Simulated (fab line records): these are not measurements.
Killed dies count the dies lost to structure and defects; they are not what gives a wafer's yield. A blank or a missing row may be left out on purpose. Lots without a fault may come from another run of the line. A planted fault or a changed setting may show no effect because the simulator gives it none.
fab line records	flow n5-finfet
record: lots: 9	wafers: 27	last-day: 17
route steps=1938 shown BEOL_M1@768 BEOL_M4@1111 PASSIVATION@1936
lots that met no fault: taken from a fault-free run of the same line
start-h: the number of hours between the record's first day and the start of the first shown wafer of the lot	wait-h: hours since the lot's step before	" unchanged from the row above	L1.1+2: a single row standing in for several wafers	- either no value or no given start	* or withheld: withheld	< > ~ a bound
route shown NAME@n: a module of which the file shows steps, and the number in the route of the first	usual: mean/standard deviation of fault-free wafers	same: alike in all rows	chamber/n: place in a boat	sites: each site's reading	_std_site: how widely they spread, as a standard deviation	_edge_site: inner sites' mean taken away from outer sites' mean	radius-mm: for every site, how far away it sits from the centre of the wafer	mask NAME#n: copy n	behind: tool/chamber where the wafer was last shaped	hold: why the lot was held/for how many hours/how that ended	device: which transistor (n, p or np) failed to switch	end of line: the same wafers' tests at the end of the route	a step with no rows: only its recipe	killed: dies that structure and defects cost at the first sort, which is not the same as the wafer's yield	map: a wafer's dies, marking killed ones x, the rest . and places with no die _
set.NAME: the setting that was run; set.NAME@STEP: the one run at that earlier step	model.NAME: the simulator's own value behind a step, which no gauge read
route steps across a sampled set of lots; one table per step, one row per wafer
services: the hour from which a tool's chamber was out of use, counted from the record's first day as start-h (under 0 if before that day), plus the number of hours and why
== steps ==
step: N5_BEOL_M1_ETCH_74
recipe: chemistry: N2/H2	target: underlayer	target-depth-a: 65	mask-material: CAR-EUV	time-s: 5.2	ion-energy-ev: 200	pressure-mtorr: 30	source-w: 840	bias-w: 150	n2-flow-sccm: 200	h2-flow-sccm: 200	ends: cleared
usual: drypump-motor-current-A: 5.8/0.47	etch-rf-on-time-s: 5.15/0.14	oes-product-au: 0.67/0.059	rf-vpp-V: 523.6/2	showerhead-plenum-p-Torr: 2.54/0.053	throttle-valve-pct: 17.80/0.25
lot.wafer	tool	chamber	start-h	wait-h	drypump-motor-current-A	etch-rf-on-time-s	oes-product-au	rf-hours-counter-h	rf-vpp-V	showerhead-plenum-p-Torr	throttle-valve-pct
L222.3	rie-diel-05	1	130.37	0.0	5.6	5.09	0.65	143	526.2	2.63	17.53
L222.4	"	1	"	"	5.7	5.10	0.65	-	526.8	2.63	17.54
L222.6	"	0	"	"	5.9	5.20	0.62	-	523.8	2.51	17.96
L227.1	rie-diel-02	1	165.15	0.0	5.7	5.06	0.71	87	521.2	2.46	17.81
L227.2	"	3	"	"	5.4	5.24	0.63	157	523.5	2.57	18.25
L227.5	"	3	"	"	5.4	5.21	0.64	-	525.7	2.57	18.26
L231.1	rie-diel-02	0	188.16	0.0	5.4	4.93	0.77	49	521.4	2.51	17.48
L231.4	"	2	"	"	6.5	5.32	0.60	165	522.0	2.52	17.87
L231.5	"	1	"	"	5.7	5.07	0.69	-	521.7	2.45	17.83
L232.2	rie-diel-02	3	200.15	0.0	5.4	5.18	0.63	169	523.3	2.56	18.28
L232.5	"	3	"	"	5.4	5.28	0.64	-	524.9	2.56	18.27
L232.6	"	2	"	"	6.4	5.27	0.61	-	524.5	2.52	17.88
L234.2	rie-diel-02	0	202.84	0.0	5.4	4.95	0.77	55	523.2	2.50	17.49
L234.4	"	3	"	"	5.4	5.27	0.63	169	524.7	2.56	18.28
L234.6	"	1	"	"	5.7	5.09	0.68	-	521.7	2.45	17.82
L235.2	rie-diel-03	2	214.33	0.0	5.7	5.21	0.60	236	524.6	2.60	17.89
L235.4	"	1	"	"	4.8	5.10	0.75	27	525.9	2.60	17.66
L235.6	"	0	"	"	5.3	5.02	0.73	-	520.8	2.47	17.84
L236.3	rie-diel-05	2	214.55	0.0	5.9	5.10	0.69	110	525.2	2.54	17.50
L236.5	"	0	"	"	5.8	5.38	0.60	-	524.8	2.50	17.99
L236.6	"	1	"	"	5.7	5.28	0.61	-	528.1	2.61	17.60
L237.1	rie-diel-02	0	219.06	0.0	5.4	4.86	0.76	59	522.1	2.50	17.51
L237.2	"	1	"	"	5.7	5.02	0.68	102	518.4	2.45	17.81
L237.6	"	1	"	"	5.7	5.09	0.69	-	518.2	2.45	17.81
L243.1	rie-diel-05	1	262.79	0.0	5.6	5.24	0.61	188	526.6	2.61	17.63
L243.2	"	0	"	"	5.9	5.33	0.60	248	521.0	2.50	18.02
L243.6	"	3	"	"	6.4	5.18	0.68	-	521.7	2.47	18.23
step: N5_BEOL_M1_CD_MEAS_18
recipe: pitch-nm: 36	target-cd-nm: 18
usual: cd-nm: 17.8/0.37
lot.wafer	tool	chamber	start-h	wait-h	cd-nm
L222.3	cd-sem-01	-	130.77	0.1	17.4
L222.4	"	-	"	"	17.5
L222.6	"	-	"	"	17.9
L227.1	cd-sem-02	-	165.64	0.0	17.3
L227.2	"	-	"	"	18.2
L227.5	"	-	"	"	17.9
L231.1	cd-sem-03	-	188.55	0.0	18.3
L231.4	"	-	"	"	17.5
L231.5	"	-	"	"	17.2
L232.2	cd-sem-02	-	200.55	0.1	17.8
L232.5	"	-	"	"	17.7
L232.6	"	-	"	"	18.0
L234.2	cd-sem-03	-	203.23	0.1	18.1
L234.4	"	-	"	"	18.5
L234.6	"	-	"	"	17.9
L235.2	cd-sem-03	-	214.81	0.1	17.6
L235.4	"	-	"	"	17.8
L235.6	"	-	"	"	17.7
L236.3	cd-sem-01	-	214.97	0.1	17.7
L236.5	"	-	"	"	17.6
L236.6	"	-	"	"	17.4
L237.1	cd-sem-02	-	219.45	0.0	17.7
L237.2	"	-	"	"	17.6
L237.6	"	-	"	"	18.2
L243.1	cd-sem-03	-	263.19	0.0	17.5
L243.2	"	-	"	"	17.2
L243.6	"	-	"	"	18.5
step: N5_BEOL_M1_ETCH_69
recipe: chemistry: CF4	target: SiARC	target-depth-a: 156	mask-material: CAR-EUV	time-s: 26	ion-energy-ev: 80	pressure-mtorr: 40	source-w: 545	bias-w: 36	Ar_flow_sccm: 100	cf4-flow-sccm: 100	ends: cleared
usual: drypump-motor-current-A: 5.8/0.52	etch-rf-on-time-s: 25.7/0.6	oes-product-au: 0.68/0.059	rf-vpp-V: 184.0/0.88	showerhead-plenum-p-Torr: 2.15/0.045	throttle-valve-pct: 15.53/0.18
lot.wafer	tool	chamber	start-h	wait-h	drypump-motor-current-A	etch-rf-on-time-s	oes-product-au	rf-hours-counter-h	rf-vpp-V	showerhead-plenum-p-Torr	throttle-valve-pct
L222.3	rie-diel-05	0	131.50	0.0	5.8	26.7	0.61	209	185.6	2.12	15.69
L222.4	"	2	"	"	5.8	25.1	0.73	-	183.5	2.17	15.37
L222.6	"	0	"	"	5.8	26.7	0.61	-	184.4	2.12	15.67
L227.1	rie-diel-03	0	166.14	0.0	5.3	25.7	0.72	74	184.5	2.08	15.46
L227.2	"	1	"	"	4.8	25.9	0.79	12	184.7	2.19	15.40
L227.5	"	2	"	"	5.7	26.2	0.60	-	184.9	2.20	15.74
L231.1	rie-diel-03	2	189.04	0.0	5.7	25.9	0.60	234	185.1	2.20	15.75
L231.4	"	1	"	"	4.8	25.3	0.78	19	184.8	2.19	15.42
L231.5	"	0	"	"	5.3	25.3	0.72	-	182.8	2.08	15.47
L232.2	rie-diel-03	3	201.20	0.0	6.7	14.7	0.97	96	184.6	2.16	15.43
L232.5	"	1	"	"	4.8	25.2	0.77	-	185.3	2.19	15.41
L232.6	"	3	"	"	6.6	14.8	0.97	-	185.1	2.16	15.43
L234.2	rie-diel-03	1	203.72	0.0	4.8	25.4	0.77	25	182.4	2.18	15.42
L234.4	"	0	"	"	5.3	25.2	0.72	-	183.1	2.08	15.47
L234.6	"	3	"	"	6.6	14.9	0.97	-	183.9	2.16	15.43
L235.2	rie-diel-03	3	215.31	0.0	6.6	14.6	0.98	99	183.8	2.16	15.44
L235.4	"	0	"	"	5.3	25.3	0.71	89	181.8	2.08	15.48
L235.6	"	3	"	"	6.6	14.6	0.97	-	183.9	2.16	15.42
L236.3	rie-diel-02	0	215.61	0.0	5.4	24.7	0.76	58	184.0	2.08	15.04
L236.5	"	2	"	"	6.4	26.7	0.60	-	183.1	2.13	15.82
L236.6	"	3	"	"	5.4	26.5	0.62	-	183.9	2.10	15.69
L237.1	rie-diel-05	1	220.07	0.0	5.7	25.9	0.63	173	184.5	2.20	15.46
L237.2	"	3	"	"	6.4	25.8	0.69	97	182.2	2.10	15.84
L237.6	"	3	"	"	6.4	25.8	0.68	-	183.6	2.10	15.83
L243.1	rie-diel-05	2	263.70	0.0	5.8	25.4	0.69	127	184.7	2.15	15.49
L243.2	"	3	"	"	6.4	26.0	0.68	109	183.5	2.09	15.85
L243.6	"	2	"	"	5.9	25.6	0.67	-	183.5	2.15	15.46
step: N5_BEOL_M1_ETCH_41
recipe: chemistry: CH3F/O2	target: SiCN	target-depth-a: 319	taper-deg: 2	time-s: 57.8	ion-energy-ev: 120	mask-material: TiN	pressure-mtorr: 30	source-w: 395	bias-w: 75	Ar_flow_sccm: 150	CH3F_flow_sccm: 30	O2_flow_sccm: 20
usual: drypump-motor-current-A: 5.7/0.54	oes-product-au: 0.79/0.073	rf-vpp-V: 297.3/1.4	showerhead-plenum-p-Torr: 1.99/0.04	throttle-valve-pct: 16.24/0.2
lot.wafer	tool	chamber	start-h	wait-h	drypump-motor-current-A	oes-product-au	rf-hours-counter-h	rf-vpp-V	showerhead-plenum-p-Torr	throttle-valve-pct
L222.3	rie-diel-03	3	-	-	6.6	0.83	73	299.8	2.01	15.99
L222.4	"	2	"	"	5.7	0.71	217	298.1	2.06	16.39
L222.6	"	1	"	"	4.8	0.95	-	298.5	2.05	16.02
L227.1	rie-diel-03	3	-	-	6.6	0.83	86	298.8	2.00	16.01
L227.2	"	1	"	"	4.8	0.92	14	297.4	2.04	16.07
L227.5	"	0	"	"	5.3	0.85	-	296.2	1.95	16.23
L231.1	rie-diel-02	0	-	-	5.4	0.89	50	297.4	1.96	15.85
L231.4	"	2	"	"	6.4	0.70	166	297.8	2.00	16.49
L231.5	"	1	"	"	5.7	0.80	-	296.4	1.94	16.20
L234.2	rie-diel-02	0	-	-	5.4	0.89	57	297.4	1.96	15.87
L234.4	"	3	"	"	5.4	0.74	171	295.7	1.97	16.42
L234.6	"	2	"	"	6.5	0.70	-	297.7	1.99	16.50
L232.2	rie-diel-03	1	-	-	4.8	0.89	26	298.6	2.04	16.10
L232.5	"	0	"	"	5.3	0.83	-	295.9	1.94	16.24
L232.6	"	3	"	"	6.6	0.81	-	298.9	2.00	16.02
L235.2	rie-diel-03	2	-	-	5.7	0.70	236	298.4	2.05	16.42
L235.4	"	1	"	"	4.8	0.89	27	297.3	2.04	16.08
L235.6	"	2	"	"	5.8	0.70	-	298.0	2.05	16.43
L236.3	rie-diel-05	2	-	-	5.8	0.81	111	296.8	2.01	16.08
L236.5	"	3	"	"	6.4	0.80	-	295.4	1.95	16.52
L236.6	"	2	"	"	5.9	0.81	-	297.9	2.01	16.11
L237.1	rie-diel-03	3	-	-	6.6	0.81	103	297.6	2.00	16.03
L237.2	"	0	"	"	5.3	0.82	93	295.3	1.94	16.25
L237.6	"	1	"	"	4.8	0.90	-	299.1	2.04	16.08
L243.1	rie-diel-03	1	-	-	4.8	0.88	43	298.7	2.03	16.12
L243.2	"	0	"	"	5.3	0.82	104	296.2	1.94	16.28
L243.6	"	3	"	"	6.6	0.79	-	297.8	1.99	16.05
step: N5_BEOL_M4_RC_MEAS_101
usual: DIBL_N: 36.0/2.2	DIBL_P: 35.9/2.6	IOFF_N: 0.16/0.038	IOFF_P: 0.21/0.042	ION_N: 675/15	ION_P: 463/10	SS_N: 71.5/0.62	SS_P: 73.2/0.76	VT_N: 250/4.1	VT_P: -251/3.6
lot.wafer	tool	chamber	start-h	wait-h	DIBL_N[mV/V]	DIBL_P[mV/V]	IOFF_N[nA/um]	IOFF_P[nA/um]	ION_N[uA/um]	ION_P[uA/um]	SS_N[mV/dec]	SS_P[mV/dec]	VT_N[mV]	VT_P[mV]
L222.3	prober-02	0	168.92	0.3	36.3	37.2	0.17	0.21	675	458	72.3	73.5	249	-252
L222.4	"	0	"	"	35.1	36.8	0.15	0.19	662	454	71.6	73.3	251	-252
L222.6	"	0	"	"	32.8	34.1	0.12	0.16	672	463	70.7	72.1	253	-255
L227.1	prober-01	0	214.28	0.0	36.5	35.6	0.15	0.20	672	462	71.5	73.3	249	-249
L227.2	"	0	"	"	34.2	34.0	0.13	0.19	682	473	70.9	72.4	253	-250
L227.5	"	0	"	"	35.0	34.3	0.13	0.19	673	465	70.7	72.6	251	-249
L231.1	prober-01	0	230.50	0.0	38.5	36.9	0.16	0.26	684	475	71.2	73.7	248	-247
L231.4	"	0	"	"	32.9	30.5	0.09	0.17	639	447	70.3	72.9	257	-250
L231.5	"	0	"	"	37.7	36.0	0.16	0.25	674	474	71.4	73.6	248	-245
L232.2	prober-01	0	247.44	0.2	35.2	36.6	0.15	0.20	673	460	71.2	72.6	249	-249
L232.5	"	0	"	"	34.9	34.8	0.14	0.18	681	466	71.4	72.5	250	-250
L232.6	"	0	"	"	35.5	36.6	0.15	0.20	666	456	71.6	73.4	246	-254
L234.2	prober-02	0	247.47	0.2	36.8	35.6	0.16	0.23	677	467	70.6	73.3	249	-247
L234.4	"	0	"	"	37.0	36.6	0.16	0.25	671	471	71.9	73.8	247	-248
L234.6	"	0	"	"	36.8	36.4	0.16	0.24	685	473	71.2	72.4	250	-253
L236.3	prober-01	0	262.40	0.3	36.0	37.5	0.18	0.24	687	470	71.2	73.3	246	-246
L236.5	"	0	"	"	37.0	38.6	0.19	0.25	691	475	71.3	73.8	246	-247
L236.6	"	0	"	"	34.2	34.9	0.15	0.19	694	480	71.1	72.6	249	-250
L235.2	prober-01	0	264.52	0.2	35.9	34.9	0.14	0.17	670	458	71.9	73.3	253	-257
L235.4	"	0	"	"	34.5	34.9	0.14	0.17	656	452	71.3	74.0	248	-256
L235.6	"	0	"	"	33.3	32.4	0.10	0.15	632	438	71.4	73.3	254	-259
L237.1	prober-02	0	266.93	0.0	37.0	38.5	0.17	0.24	661	456	72.0	73.5	246	-249
L237.2	"	0	"	"	37.4	38.1	0.20	0.23	697	478	71.2	73.8	243	-251
L237.6	"	0	"	"	36.6	36.9	0.17	0.22	686	464	70.7	72.4	248	-250
L243.1	prober-02	0	306.35	0.0	36.0	37.0	0.18	0.25	684	464	71.0	73.4	245	-248
L243.2	"	0	"	"	35.7	36.7	0.18	0.25	693	475	71.2	73.6	244	-245
L243.6	"	0	"	"	35.6	37.8	0.19	0.28	700	491	71.5	74.2	245	-245
step: N5_PASSIVATION_PROBE_49
usual: defect-limited-yield: 91.4/1.6	killed_at_M0_to_M3: 35/10	killed_at_M4_up: 12/4.7	killed-at-contacts: 12/5.8	killed-at-front-end: 38/12	killed-at-other: 4/3.2	killed-dies: 102/18	killed-on-rim: 13/4.2	killed-open: 68/14	killed-short: 32/8	sort_bin_5_function: 5.1/0.96	sort_bin_6_memory: 3.2/0.77	sort_bin_8_speed: 0.1/0.39	sort-n-pass: 1078/20	sort-yield-pct: 91.3/1.7
same: gross-dies: 1180	killed-at-back-side: 0	sort_bin_4_leakage[%]: 0
lot.wafer	tool	chamber	start-h	wait-h	defect-limited-yield[%]	killed_at_M0_to_M3	killed_at_M4_up	killed-at-contacts	killed-at-front-end	killed-at-other	killed-dies	killed-on-rim	killed-open	killed-short	sort_bin_5_function[%]	sort_bin_6_memory[%]	sort_bin_8_speed[%]	sort-n-pass	sort-yield-pct[%]
L232.2	prober-02	-	358.40	0.1	90.9	56	15	9	21	6	107	20	70	34	5.0	3.4	0	1073	90.9
L234.2	prober-02	-	359.63	1.0	92.9	26	10	10	38	0	84	13	56	28	4.9	1.9	0	1096	92.9
L234.4	prober-02	-	359.73	1.1	89.4	33	18	25	45	4	125	21	91	34	5.4	4.7	0	1055	89.4
L234.6	prober-02	-	359.83	1.2	89.7	44	12	13	52	1	122	16	78	44	5.5	4.4	0	1058	89.7
L235.2	prober-01	-	373.35	0.1	89.1	45	19	7	45	13	129	19	83	45	5.7	4.9	0	1051	89.1
L235.4	prober-01	-	373.45	0.2	89.9	46	17	11	36	9	119	18	91	28	6.4	3.6	0	1061	89.9
L235.6	prober-01	-	373.55	0.3	90.0	48	9	23	32	6	118	13	81	35	5.8	3.9	2.5	1033	87.5
killed by level:class
L232.2 BEOL_M2:geometric-particle:open=16 MOL_CONTACT_COAG:geometric-particle:open=8 BEOL_M3:geometric-particle:short=8 BEOL_M0_SAQP:geometric-particle:open=7 BEOL_M3:geometric-particle:open=7 BEOL_M4:geometric-particle:open=7 STI_FIN_REVEAL:geometric-particle:open=6 BEOL_M0_SAQP:geometric-particle:short=6
L234.2 STI_FIN_REVEAL:geometric-particle:open=10 MOL_CONTACT_COAG:geometric-particle:open=9 BEOL_M0_SAQP:geometric-particle:short=9 FIN_SAQP:geometric-particle:open=8 GATE_CUT:geometric-particle:short=5 GATE_CUT:geometric-particle:open=5 BEOL_M0_SAQP:geometric-particle:open=5 BEOL_M4:geometric-particle:short=4
L234.4 MOL_CONTACT_COAG:geometric-particle:open=21 FIN_SAQP:geometric-particle:open=14 BEOL_M2:geometric-particle:open=13 STI_FIN_REVEAL:geometric-particle:open=8 FIN_SAQP:geometric-particle:short=7 BEOL_M4:geometric-particle:open=6 BEOL_M1:geometric-particle:open=5 MOL_CONTACT_COAG:geometric-particle:short=4
L234.6 FIN_SAQP:geometric-particle:open=16 BEOL_M0_SAQP:geometric-particle:short=16 MOL_CONTACT_COAG:geometric-particle:open=10 FIN_SAQP:geometric-particle:short=9 BEOL_M3:geometric-particle:open=9 BEOL_M1:geometric-particle:open=8 BEOL_M2:geometric-particle:open=7 DUMMY_GATE:geometric-particle:open=6
L235.2 BEOL_M0_SAQP:geometric-particle:open=13 FIN_SAQP:geometric-particle:short=12 STI_FIN_REVEAL:geometric-particle:open=12 BEOL_M0_SAQP:geometric-particle:short=12 BEOL_M4:geometric-particle:open=11 BEOL_M3:geometric-particle:open=9 FIN_SAQP:geometric-particle:open=7 MOL_CONTACT_COAG:geometric-particle:open=5
L235.4 BEOL_M3:geometric-particle:open=15 BEOL_M2:geometric-particle:open=11 STI_FIN_REVEAL:geometric-particle:open=9 MOL_CONTACT_COAG:geometric-particle:open=9 BEOL_M0_SAQP:geometric-particle:open=7 FIN_SAQP:geometric-particle:open=6 BEOL_M0_SAQP:geometric-particle:short=6 BEOL_M4:geometric-particle:open=6
L235.6 MOL_CONTACT_COAG:geometric-particle:open=21 BEOL_M0_SAQP:geometric-particle:short=14 BEOL_M0_SAQP:geometric-particle:open=13 BEOL_M3:geometric-particle:open=9 BEOL_M2:geometric-particle:open=8 STI_FIN_REVEAL:geometric-particle:open=7 ILD0:geometric-particle:open=5 DUMMY_GATE:geometric-particle:open=3
== services ==
tool	chamber	start-h	hours	kind
rie-diel-03	1	109.14	-	clean
rie-diel-03	1	109.14	-	consumable-replace:focus-ring
rie-diel-03	1	109.14	17.6	scheduled-down
rie-diel-03	1	109.14	17.6	vent-cycle
rie-diel-02	3	119.31	7.9	repair
rie-diel-05	-	122.19	0.2	repair
rie-diel-05	3	129.67	16.7	repair
rie-diel-05	-	159.80	1.1	repair
rie-diel-03	2	189.48	14.7	repair
rie-diel-02	-	249.58	2.8	pm
rie-diel-03	2	261.75	-	clean
rie-diel-03	2	261.75	-	consumable-replace:focus-ring
rie-diel-03	2	261.75	24.2	scheduled-down
rie-diel-03	2	261.75	24.2	vent-cycle
== key ==
first-sign: step: N5_BEOL_M1_ETCH_69	reading: etch-rf-on-time-s	direction: down	sigmas: 18	usual: *	struck: *
effect: step: N5_BEOL_M1_ETCH_69	reading: oes-product-au	direction: up	sigmas: 5	usual: 0.68	struck: 0.97
met-at N5_BEOL_M1_ETCH_69
struck-lots L232,L234,L235
struck-wafers L232.2,L232.6,L234.6,L235.2,L235.6
not-acting-at N5_BEOL_M1_ETCH_74,N5_BEOL_M1_CD_MEAS_18,N5_BEOL_M1_ETCH_41
fault: kind: process-parameter-drift	tool: rie-diel-03	chamber: 3	onset-h: 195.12	steps: N5_BEOL_M1_ETCH_69	channel: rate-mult	offset: 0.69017	shape: step	end-h: 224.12
